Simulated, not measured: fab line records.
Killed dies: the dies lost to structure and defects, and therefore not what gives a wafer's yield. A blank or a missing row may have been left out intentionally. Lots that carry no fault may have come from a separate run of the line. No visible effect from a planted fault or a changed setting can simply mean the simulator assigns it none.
Chamber matching -- flow n5 finfet -- cvd co-01 running N5_BEOL_M4_CVD_47: 3 sister chambers
The step deposits Co from CCTBA/H2, target thk 3 nm, time 223.8 s. 3 wafers are shown with their chamber, then 8 later ones without.

## WAFERS, EACH WITH ITS CHAMBER
wafer,chamber,chamber pressure Torr (Torr)
L406.5,1,29.98
L408.5,2,29.98
L407.3,0,30.08

## WAFERS WITHOUT THEIR CHAMBER
wafer,chamber pressure Torr (Torr)
L407.5,29.99
L407.6,30.07
L413.3,29.84
L413.5,30.08
L413.6,29.97
L412.1,30.11
L412.3,29.98
L412.5,29.99

## EACH ONE'S CHAMBER
wafer,from the rows above,in truth
L407.5,can't be placed: 1 or 2 or 0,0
L407.6,can't be placed: 0 or 1 or 2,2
L413.3,can't be placed: 1 or 2 or 0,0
L413.5,can't be placed: 0 or 1 or 2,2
L413.6,can't be placed: 1 or 2 or 0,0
L412.1,can't be placed: 0 or 1 or 2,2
L412.3,can't be placed: 1 or 2 or 0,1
L412.5,can't be placed: 1 or 2 or 0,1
Correct placement for 0 of the 8. Not placeable from these rows: 8 (in 8, the candidates include the true chamber). Wrongly placed: 0.
How it was worked out, from the rows above alone: a wafer's distance from a chamber is the root of the sum, over the readings, of the square of ((its reading less the chamber's mean) divided by the reading's scatter). The wafer belongs to the nearest chamber; if the next one is less than 2 further off, it can't be placed. The mean given for a chamber averages the wafers shown for that chamber. The scatter: root of mean squared gap, hidden wafer to nearest shown wafer, with one shown wafer a chamber.
